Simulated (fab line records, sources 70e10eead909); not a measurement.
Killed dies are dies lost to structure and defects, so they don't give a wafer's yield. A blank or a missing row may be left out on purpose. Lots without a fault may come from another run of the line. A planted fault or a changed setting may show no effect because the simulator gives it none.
fab line records | flow nand_harc
record lots=4 wafers=12 last_day=23
route steps=1159 shown A_CHANNEL_HOLE_D1@450 END@1159
lots that met no fault: from a run of the same line without faults
start_h: hours from the record's first day to the start of the lot's first wafer shown | wait_h: hours since the lot's step before | " the same as in the row above | L1.1+2: a row that stands for several wafers | - no value, or no start given | * or withheld: withheld | < > ~ a bound
route shown NAME@n: a module of which the file shows steps, and the number in the route of the first | usual: mean/standard deviation of fault-free wafers | same: alike in all rows | chamber/n: place in a boat | sites: the reading at each site | _std_site: their standard deviation | _edge_site: outer sites' mean less inner sites' | radius_mm: how far each site lies from the wafer's centre | mask NAME#n: copy n | behind: the tool/chamber that last shaped the wafer | hold: why the lot was held/for how many hours/how that ended | device: the transistor (n, p or np) that didn't switch | end of line: the same wafers' tests at the end of the route | a step without rows: its recipe alone | killed: dies lost to structure and defects at the first sort, not the wafer's yield | map: a wafer's dies, x killed, . not, _ none there
set.NAME: the setting as run; set.NAME@STEP: as run at that earlier step | model.NAME: the simulator's own value behind a step, which no gauge read
lots at some steps of the route; a table a step, a row a wafer
services: from which hour (start_h, from the record's first day; less than 0 if before it) a tool's chamber was out of use, for how many hours, and why
## steps
# step NHARC_A_CHANNEL_HOLE_D1_DEP_00
# recipe target_thk_a=31000 temp_c=400 material=aC
# step NHARC_A_CHANNEL_HOLE_D1_DEP_01
# recipe target_thk_a=1400 target_thk_nm=140 temp_c=400 pressure_torr=3.5 flow_sccm=200 rf_w=350 material=SiON
# step NHARC_A_CHANNEL_HOLE_D1_DEHYDRATE_02
# recipe temp_c=150 time_s=120
# step NHARC_A_CHANNEL_HOLE_D1_HMDS_03
# recipe time_s=30
# step NHARC_A_CHANNEL_HOLE_D1_COAT_36
# recipe temp_c=260 time_s=75
# step NHARC_A_CHANNEL_HOLE_D1_COAT_37
# recipe temp_c=225 time_s=65
# step NHARC_A_CHANNEL_HOLE_D1_COAT_04
# recipe spin_rpm=1500 resist_thk_nm=90
# step NHARC_A_CHANNEL_HOLE_D1_SOFTBAKE_05
# recipe temp_c=105 time_s=55
# step NHARC_A_CHANNEL_HOLE_D1_EBR_06
# step NHARC_A_CHANNEL_HOLE_D1_EXPOSE_07
# recipe na=1.35 target_cd_nm=100 sigma_outer=0.3 dose_mj=59.65 mask_id=HOLE_D1
# step NHARC_A_CHANNEL_HOLE_D1_PEB_08
# recipe peb_temp_c=100 peb_time_s=65
# columns lot.wafer tool chamber start_h wait_h
L918.3+4+6 litho_track-01 0 223.78 0.0
L925.1+4+5 litho_track-01 0 264.21 0.1
L924.1+3+6 litho_track-01 0 264.53 0.1
L926.1+2+5 litho_track-04 0 270.25 0.1
# step NHARC_A_CHANNEL_HOLE_D1_DEVELOP_09
# recipe develop_time_s=35 dev_temp_c=23
# step NHARC_A_CHANNEL_HOLE_D1_CD_MEAS_10
# recipe target_cd_nm=100 landing_energy_ev=500
# usual cd_nm=100.2/0.6
# same landing_energy_ev=500
# columns lot.wafer tool chamber start_h wait_h cd_nm
L918.3 cd_sem-02 0 223.87 - 99.5
L918.4 " 0 " " 99.7
L918.6 " 0 " " 99.9
L925.1 cd_sem-03 0 264.29 - 105.2
L925.4 " 0 " " 106.5
L925.5 " 0 " " 105.0
L924.1 cd_sem-01 0 264.61 - 107.1
L924.3 " 0 " " 106.7
L924.6 " 0 " " 106.7
L926.1 cd_sem-02 0 270.34 - 100.5
L926.2 " 0 " " 100.5
L926.5 " 0 " " 100.2
# step NHARC_A_CHANNEL_HOLE_D1_DESCUM_15
# recipe time_s=3 o2_flow_sccm=200 ar_flow_sccm=0 bias_power_w=0 chemistry=O2
# usual drypump_motor_current_A=5.9/0.54 oes_product_au=1.001/0.0084 rf_vpp_V=57.7/0.84 showerhead_plenum_p_Torr=1.88/0.07 throttle_valve_pct=11.310/0.0096
# same time_s=3
# columns lot.wafer tool chamber start_h wait_h drypump_motor_current_A oes_product_au rf_hours_counter_h rf_vpp_V showerhead_plenum_p_Torr throttle_valve_pct model.A_CHANNEL_HOLE_D1.cd_nm
L918.3 rie_diel-13 0 224.05 0.1 6.7 0.995 8 56.7 1.80 11.319 99.78
L918.4 " 2 " " 5.9 0.996 10 58.7 1.79 11.323 99.11
L918.6 " 0 " " 6.7 1.000 - 57.3 1.80 11.297 99.65
L925.1 rie_diel-04 2 264.50 0.1 4.8 1.008 11 56.9 1.86 11.300 105.6
L925.4 " 3 " " 6.0 1.000 12 57.4 1.92 11.332 106.6
L925.5 " 0 " " 5.8 0.984 - 57.9 1.91 11.292 104.4
L924.3 rie_diel-05 3 264.81 0.1 6.5 1.004 7 58.6 1.91 11.310 106.8
L924.1 " 0 " " 5.3 1.003 5 58.0 2.02 11.314 107
L924.6 " 1 " " 6.2 1.005 - 58.2 1.94 11.312 106.6
L926.1 rie_diel-13 3 270.54 0.1 5.0 1.002 13 56.6 1.86 11.315 100.6
L926.2 " 0 " " 6.6 1.005 12 57.8 1.80 11.307 100.3
L926.5 " 2 " " 6.0 0.991 - 58.5 1.79 11.303 99.81
# step NHARC_A_CHANNEL_HOLE_D1_ETCH_38
# recipe target_depth_a=390 over_etch_frac=0.3 time_s=65 ion_energy_ev=80 cf4_flow_sccm=150 ar_flow_sccm=0 rf_w=300 bias_w=100 chemistry=CF4
# step NHARC_A_CHANNEL_HOLE_D1_ETCH_39
# recipe target_depth_a=2600 over_etch_frac=0.3 time_s=325 ion_energy_ev=200 n2_flow_sccm=150 h2_flow_sccm=150 ar_flow_sccm=0 rf_w=400 bias_w=150 chemistry=N2/H2
# step NHARC_A_CHANNEL_HOLE_D1_ETCH_34
# recipe target_depth_a=1540 time_s=77 cf4_flow_sccm=100 chf3_flow_sccm=30 ar_flow_sccm=0 rf_w=500 bias_w=200 chemistry=CF4/CHF3
# step NHARC_A_CHANNEL_HOLE_D1_ETCH_16
# recipe target_depth_a=31000 over_etch_frac=0.3 time_s=806 ion_energy_ev=150 o2_flow_sccm=400 cos_flow_sccm=20 ar_flow_sccm=0 rf_w=500 bias_w=300 chemistry=O2/COS
# step NHARC_A_CHANNEL_HOLE_D1_ETCH_19
# recipe bias_v=1200 source_w=2500 pressure_mtorr=15 time_s=34.5 ar_flow_sccm=375 c4f8_flow_sccm=28.8 o2_flow_sccm=96.2 temp_c=-20 target_depth_a=* chemistry=C4F8/O2/Ar
# step NHARC_A_CHANNEL_HOLE_D1_ETCH_20
# recipe bias_v=3000 source_w=withheld pressure_mtorr=20 time_s=361.9 ar_flow_sccm=375 c4f8_flow_sccm=89.3 o2_flow_sccm=35.7 temp_c=-20 target_depth_a=16000 chemistry=C4F8/O2/Ar
# step NHARC_A_CHANNEL_HOLE_D1_ETCH_21
# recipe bias_v=3000 source_w=withheld pressure_mtorr=20 time_s=514.3 ar_flow_sccm=375 c4f8_flow_sccm=89.3 o2_flow_sccm=35.7 temp_c=-20 target_depth_a=16000 chemistry=C4F8/O2/Ar
# step NHARC_A_CHANNEL_HOLE_D1_ETCH_22
# recipe bias_v=3000 source_w=withheld pressure_mtorr=20 time_s=666.7 ar_flow_sccm=375 c4f8_flow_sccm=89.3 o2_flow_sccm=35.7 temp_c=-20 target_depth_a=16000 chemistry=C4F8/O2/Ar
# step NHARC_A_CHANNEL_HOLE_D1_ETCH_23
# recipe bias_v=5000 source_w=withheld pressure_mtorr=20 time_s=819 ar_flow_sccm=375 c4f8_flow_sccm=89.3 o2_flow_sccm=35.7 temp_c=-20 target_depth_a=16000 chemistry=C4F8/O2/Ar
# step NHARC_A_CHANNEL_HOLE_D1_ETCH_24
# recipe bias_v=5000 source_w=withheld pressure_mtorr=20 time_s=906.2 ar_flow_sccm=375 c4f8_flow_sccm=93.8 o2_flow_sccm=31.2 temp_c=-20 target_depth_a=15000 chemistry=C4F8/O2/Ar
# step NHARC_A_CHANNEL_HOLE_D1_ETCH_25
# recipe bias_v=5000 source_w=withheld pressure_mtorr=20 time_s=1040.2 ar_flow_sccm=375 c4f8_flow_sccm=93.8 o2_flow_sccm=31.2 temp_c=-20 target_depth_a=15000 chemistry=C4F8/O2/Ar
# step NHARC_A_CHANNEL_HOLE_D1_ETCH_26
# recipe bias_v=300 source_w=2000 pressure_mtorr=30 time_s=224.1 ar_flow_sccm=375 c4f8_flow_sccm=11.4 o2_flow_sccm=113.6 temp_c=-20 target_depth_a=3000 chemistry=C4F8/O2/Ar
# step NHARC_A_CHANNEL_HOLE_D1_ETCH_33
# recipe bias_v=400 source_w=2000 pressure_mtorr=25 time_s=90 ar_flow_sccm=375 c4f8_flow_sccm=41.7 o2_flow_sccm=83.3 temp_c=-20 target_depth_a=4000 chemistry=C4F8/O2/Ar
# step NHARC_A_CHANNEL_HOLE_D1_STRIP_41
# recipe n2_flow_sccm=150 h2_flow_sccm=150 ar_flow_sccm=0 bias_w=0 chemistry=N2/H2
# step NHARC_A_CHANNEL_HOLE_D1_STRIP_42
# recipe cf4_flow_sccm=100 chf3_flow_sccm=30 ar_flow_sccm=0 bias_w=0 chemistry=CF4/CHF3
# step NHARC_A_CHANNEL_HOLE_D1_STRIP_43
# recipe o2_flow_sccm=400 cos_flow_sccm=20 ar_flow_sccm=0 bias_w=0 chemistry=O2/COS
# step NHARC_A_CHANNEL_HOLE_D1_ETCH_44
# recipe target_depth_a=1400 overetch_a=140 time_s=77 ion_energy_ev=100 cf4_flow_sccm=80 o2_flow_sccm=20 ar_flow_sccm=0 rf_w=300 bias_w=100 chemistry=CF4/O2
# usual drypump_motor_current_A=5.8/0.54 oes_o_777_au=1.000/0.0045 oes_product_au=0.999/0.0084 rf_fwd_power_W=297.6/1.1 rf_vpp_V=197.5/1.4 showerhead_plenum_p_Torr=1.32/0.05 throttle_valve_pct=13.398/0.0091
# same time_s=77
# columns lot.wafer tool chamber start_h wait_h drypump_motor_current_A oes_o_777_au oes_product_au rf_fwd_power_W rf_hours_counter_h rf_vpp_V showerhead_plenum_p_Torr throttle_valve_pct model.A_CHANNEL_HOLE_D1.cd_nm
L918.3 rie_diel-05 2 232.66 0.0 5.6 0.998 1.003 298.1 4 197.1 1.25 13.395 91.16
L918.4 " 3 " " 6.5 0.992 1.011 296.2 4 198.4 1.34 13.397 89.65
L918.6 " 3 " " 6.5 1.000 1.000 297.0 - 198.8 1.34 13.398 89.78
L925.4 rie_diel-04 1 270.37 0.1 5.4 0.995 1.000 298.7 11 197.6 1.36 13.401 96.16
L925.1 " 0 " " 5.8 0.994 0.982 298.1 12 198.2 1.33 13.396 92.14
L925.5 " 1 " " 5.4 0.998 0.997 298.3 - 197.3 1.36 13.403 93.4
L924.3 rie_diel-13 0 273.56 0.1 6.7 0.996 0.999 300.0 13 196.1 1.25 13.393 95.97
L924.1 " 1 " " 5.9 0.992 1.002 298.0 13 197.7 1.35 13.408 99.07
L924.6 " 0 " " 6.7 1.005 0.993 298.8 - 196.5 1.25 13.396 96.48
L926.2 rie_diel-05 3 276.50 0.1 6.5 0.992 0.995 296.5 8 196.9 1.33 13.402 91.38
L926.1 " 1 " " 6.2 1.004 1.000 297.1 6 197.6 1.35 13.403 89.63
L926.5 " 1 " " 6.2 0.992 1.000 296.9 - 199.6 1.35 13.403 90.35
# step NHARC_A_CHANNEL_HOLE_D1_STRIP_27
# recipe o2_flow_sccm=500 ar_flow_sccm=0 bias_w=0 chemistry=O2
# step NHARC_A_CHANNEL_HOLE_D1_PRECLEAN_28
# recipe time_s=* temp_c=50 bath_age_min=0 chemistry=SC1
# step NHARC_A_CHANNEL_HOLE_D1_SRD_29
# step NHARC_A_CHANNEL_HOLE_D1_CD_MEAS_30
# usual cd_nm=90.3/1.5
# columns lot.wafer tool chamber start_h wait_h cd_nm
L918.3 cd_sem-01 - 233.46 - 91.1
L918.4 " - " " 89.6
L918.6 " - " " 90.3
L925.1 cd_sem-03 - 271.17 - 92.0
L925.4 " - " " 95.5
L925.5 " - " " 93.1
L924.1 cd_sem-01 - 274.35 - 98.2
L924.3 " - " " 95.3
L924.6 " - " " 95.8
L926.1 cd_sem-02 - 277.40 - 89.7
L926.2 " - " " 91.9
L926.5 " - " " 89.9
# step NHARC_A_CHANNEL_HOLE_D1_XSEM_31
# recipe landing_energy_ev=35000
# usual bot_cd_nm=74.9/1.5 bow_nm=8.7/0.32 tilt_deg=0.07/0.032
# same landing_energy_ev=35000
# columns lot.wafer tool chamber start_h wait_h bot_cd_nm bow_nm tilt_deg
L918.3 xsem-01 0 233.55 0.1 75.9 8.6 0.07
L918.4 " 0 " " 75.0 8.6 0.08
L918.6 " 0 " " 75.3 8.6 0.07
L925.1 xsem-01 0 271.25 0.1 76.4 8.2 0.08
L925.4 " 0 " " 80.0 8.2 0.08
L925.5 " 0 " " 77.8 8.2 0.08
L924.1 xsem-02 0 274.44 0.1 82.0 8.5 0.05
L924.3 " 0 " " 79.5 8.6 0.05
L924.6 " 0 " " 79.9 8.6 0.05
L926.1 xsem-01 0 277.50 0.1 75.4 9.2 0.13
L926.2 " 0 " " 77.0 9.2 0.13
L926.5 " 0 " " 75.1 9.2 0.13
# step NHARC_END_SORT_01
# recipe temp_c=25
# usual killed_at_array=28/11 killed_at_other=0.6/0.85 killed_at_periphery=2.8/2.3 killed_dies=31/11 killed_open=3.1/1.6 killed_short=2.0/1.4
# same gross_dies=677
# columns lot.wafer tool chamber start_h wait_h killed_at_array killed_at_other killed_at_periphery killed_dies killed_open killed_short
L924.1 prober-02 0 543.78 2.5 18 0 1 19 2 1
L924.3 prober-02 0 545.37 3.1 21 0 3 24 2 4
L925.1 prober-01 0 543.80 2.5 23 1 4 28 2 0
L925.4 prober-01 0 546.21 3.4 29 0 6 35 3 4
L925.5 prober-01 0 547.01 3.7 28 1 5 34 4 1
L926.1 prober-02 0 551.53 2.5 13 1 3 17 5 1
L926.2 prober-02 0 552.33 2.8 13 0 5 18 4 1
L926.5 prober-02 0 554.72 3.7 8 1 2 11 2 2
# killed by level:class
L924.1 A_CHANNEL_HOLE_D1:chamber_film_flake=11 A_CHANNEL_FILL_D1:chamber_film_flake=2 A_CHANNEL_FILL_D1:geometric_particle:short=1 A_CONTACT:geometric_particle:open=1 A_M0:geometric_particle:open=1 P_CONTACT:chamber_film_flake=1 A_STAIRCASE:chamber_film_flake=1 A_CONTACT:chamber_film_flake=1
L925.1 A_SLIT:chamber_film_flake=13 A_CONTACT:chamber_film_flake=5 P_CONTACT:geometric_particle:open=2 P_ZERO_WELL:chamber_film_flake=2 A_CHANNEL_HOLE_D1:chamber_film_flake=2 A_STAIRCASE:chamber_film_flake=2 A_ZERO_WELL:chamber_film_flake=1 THIN_TSV:chamber_film_flake=1
L924.3 A_CHANNEL_HOLE_D1:chamber_film_flake=16 P_CONTACT:geometric_particle:short=1 P_M1:geometric_particle:open=1 A_CHANNEL_HOLE_D1:geometric_particle:open=1 A_CHANNEL_FILL_D1:geometric_particle:short=1 A_WL_FILL:geometric_particle:short=1 A_M0:geometric_particle:short=1 P_CONTACT:chamber_film_flake=1
L925.4 A_SLIT:chamber_film_flake=13 A_CONTACT:chamber_film_flake=6 A_STAIRCASE:chamber_film_flake=3 P_ZERO_WELL:chamber_film_flake=2 A_ZERO_WELL:chamber_film_flake=2 A_CHANNEL_HOLE_D1:chamber_film_flake=2 P_CONTACT:geometric_particle:short=1 P_M0:geometric_particle:open=1
L925.5 A_SLIT:chamber_film_flake=13 A_CONTACT:chamber_film_flake=7 A_CHANNEL_HOLE_D1:chamber_film_flake=5 P_GATE:geometric_particle:open=2 P_ZERO_WELL:chamber_film_flake=2 P_M0:geometric_particle:open=1 A_CHANNEL_FILL_D1:geometric_particle:open=1 A_WL_FILL:geometric_particle:short=1
L926.1 A_CHANNEL_HOLE_D1:chamber_film_flake=4 A_CONTACT:chamber_film_flake=3 P_STI:chamber_film_flake=2 P_CONTACT:geometric_particle:open=1 A_SOURCE_PLATE:geometric_particle:open=1 A_ONON_D1:geometric_particle:open=1 A_CHANNEL_FILL_D1:geometric_particle:open=1 A_CONTACT:geometric_particle:short=1
L926.2 A_CHANNEL_HOLE_D1:chamber_film_flake=8 P_STI:chamber_film_flake=2 P_STI:geometric_particle:short=1 P_M0:geometric_particle:open=1 A_CONTACT:geometric_particle:open=1 A_BLC:geometric_particle:open=1 A_M0:geometric_particle:open=1 P_GATE:chamber_film_flake=1
L926.5 A_CHANNEL_HOLE_D1:chamber_film_flake=4 P_M0:geometric_particle:short=1 A_ONON_D1:geometric_particle:open=1 A_CONTACT:geometric_particle:open=1 STARTING-WAFER:geometric_particle:short=1 P_STI:chamber_film_flake=1 A_ZERO_WELL:chamber_film_flake=1 A_CONTACT:chamber_film_flake=1
## services
# columns tool chamber start_h hours kind
rie_diel-13 0 206.02 - clean
rie_diel-13 1 206.02 - clean
rie_diel-13 2 206.02 - clean
rie_diel-13 3 206.02 - clean
rie_diel-05 0 221.60 - clean
rie_diel-05 1 221.60 - clean
rie_diel-05 2 221.60 - clean
rie_diel-05 3 221.60 - clean
rie_diel-05 2 223.81 7.4 repair
rie_diel-13 0 230.52 - clean
rie_diel-13 1 230.52 - clean
rie_diel-13 2 230.52 - clean
rie_diel-13 3 230.52 - clean
rie_diel-04 0 233.78 8.4 repair
rie_diel-05 0 246.10 - clean
rie_diel-05 1 246.10 - clean
rie_diel-05 2 246.10 - clean
rie_diel-05 3 246.10 - clean
rie_diel-13 0 255.09 - clean
rie_diel-13 1 255.09 - clean
litho_track-01 - 268.00 7.0 pm
rie_diel-05 0 268.93 6.3 repair
rie_diel-05 0 275.55 5.4 repair
rie_diel-13 - 276.00 9.0 pm
## key
first_sign step=NHARC_A_CHANNEL_HOLE_D1_CD_MEAS_10 reading=cd_nm direction=up sigmas=10 usual=100.2 struck=106.2
effect step=NHARC_A_CHANNEL_HOLE_D1_CD_MEAS_30 reading=cd_nm direction=up sigmas=3.1 usual=90.3 struck=95.0
effect step=NHARC_A_CHANNEL_HOLE_D1_XSEM_31 reading=bot_cd_nm direction=up sigmas=2.8 usual=74.9 struck=79.2
model_effect step=NHARC_A_CHANNEL_HOLE_D1_DESCUM_15 value=A_CHANNEL_HOLE_D1.cd_nm without=99.55 struck=106.2
model_effect step=NHARC_A_CHANNEL_HOLE_D1_ETCH_44 value=A_CHANNEL_HOLE_D1.cd_nm without=88.91 struck=95.54
met_at NHARC_A_CHANNEL_HOLE_D1_PEB_08
struck_wafers L924.1,L924.3,L924.6,L925.1,L925.4,L925.5
tester_left_out L924,L925
onset_between 223.78 264.21
fault kind=process_parameter_drift tool=litho_track-01 chamber=- onset_h=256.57 steps=NHARC_A_CHANNEL_HOLE_D1_PEB_08 channel=peb_time_s offset=* shape=step end_h=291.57 acts_in=* stated=*
# tester_left_out: of these lots the tester's yield and bins aren't shown, on N5 and GAA mostly nor the transistor test; their killed dies are dies lost to structure and defects alone, not to doping, threshold or leakage, so they don't give the yield
